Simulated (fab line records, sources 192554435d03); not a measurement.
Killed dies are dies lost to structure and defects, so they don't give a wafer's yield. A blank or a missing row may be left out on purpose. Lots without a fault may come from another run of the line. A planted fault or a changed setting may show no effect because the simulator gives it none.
Chamber matching | flow n5_finfet | N5_BEOL_M9_STRIP_19 on rie_diel-02: 4 sister chambers
The step strips in O2. 22 wafers are shown with their chamber, then 11 later ones without.

WAFERS WITH THEIR CHAMBER
wafer  | chamber | showerhead_plenum_p_Torr (Torr) | throttle_valve_pct (%) | oes_product_au (a.u.)
L076.2 | 0       | 2.21                            | 16.37                  | 0.82
L076.4 | 3       | 2.24                            | 16.49                  | 0.93
L076.6 | 0       | 2.21                            | 16.37                  | 0.83
L078.3 | 0       | 2.21                            | 16.37                  | 0.83
L078.4 | 1       | 2.18                            | 16.41                  | 0.74
L078.5 | 3       | 2.24                            | 16.52                  | 0.92
L079.1 | 1       | 2.18                            | 16.42                  | 0.73
L079.2 | 3       | 2.24                            | 16.52                  | 0.92
L079.6 | 3       | 2.24                            | 16.52                  | 0.91
L080.1 | 0       | 2.21                            | 16.38                  | 0.81
L080.2 | 2       | 1.99                            | 17.04                  | 0.74
L080.5 | 0       | 2.21                            | 16.38                  | 0.81
L082.1 | 0       | 2.21                            | 16.39                  | 0.81
L082.3 | 3       | 2.24                            | 16.53                  | 0.90
L082.6 | 2       | 1.99                            | 17.05                  | 0.73
L081.2 | 3       | 2.24                            | 16.53                  | 0.91
L081.3 | 1       | 2.18                            | 16.44                  | 0.73
L081.4 | 0       | 2.21                            | 16.38                  | 0.81
L085.1 | 2       | 1.98                            | 17.07                  | 0.73
L085.4 | 1       | 2.17                            | 16.45                  | 0.72
L085.5 | 3       | 2.23                            | 16.56                  | 0.89
L087.3 | 1       | 2.17                            | 16.47                  | 0.72

SIGNATURES (means of the wafers above)
reading                  | chamber 0 | chamber 1 | chamber 2 | chamber 3 | scatter within a chamber
showerhead_plenum_p_Torr | 2.2100    | 2.1760    | 1.9867    | 2.2386    | 0.00389
throttle_valve_pct       | 16.3771   | 16.4380   | 17.0533   | 16.5243   | 0.0177
oes_product_au           | 0.8171    | 0.7280    | 0.7333    | 0.9114    | 0.0105
Rule: a wafer's distance from a chamber is the root of the sum, over the readings, of the square of ((its reading less the chamber's mean) divided by the reading's scatter). The wafer belongs to the nearest chamber; if the next one is less than 2 further off, it can't be placed. The scatter: the root of (the sum of the squares of (reading less its chamber's mean) over the shown wafers, divided by (wafers less chambers)).

WAFERS WITHOUT THEIR CHAMBER
wafer  | showerhead_plenum_p_Torr (Torr) | throttle_valve_pct (%) | oes_product_au (a.u.)
L087.4 | 1.98                            | 17.04                  | 0.72
L087.6 | 1.98                            | 17.07                  | 0.71
L091.1 | 2.23                            | 16.56                  | 0.86
L091.3 | 1.98                            | 17.06                  | 0.72
L091.6 | 2.23                            | 16.56                  | 0.86
L093.2 | 2.17                            | 16.47                  | 0.70
L093.4 | 2.23                            | 16.57                  | 0.86
L093.6 | 2.20                            | 16.43                  | 0.79
L097.2 | 2.16                            | 16.50                  | 0.70
L097.3 | 1.98                            | 17.08                  | 0.69
L097.5 | 2.22                            | 16.60                  | 0.84

WHICH CHAMBER EACH WENT THROUGH
wafer  | from the rows above | in truth
L087.4 | 2                   | 2
L087.6 | 2                   | 2
L091.1 | 3                   | 3
L091.3 | 2                   | 2
L091.6 | 3                   | 3
L093.2 | 1                   | 1
L093.4 | 3                   | 3
L093.6 | 0                   | 0
L097.2 | 1                   | 1
L097.3 | 2                   | 2
L097.5 | 3                   | 3
Placed correctly: 11 of 11. Can't be placed from these rows: 0. Placed wrongly: 0.
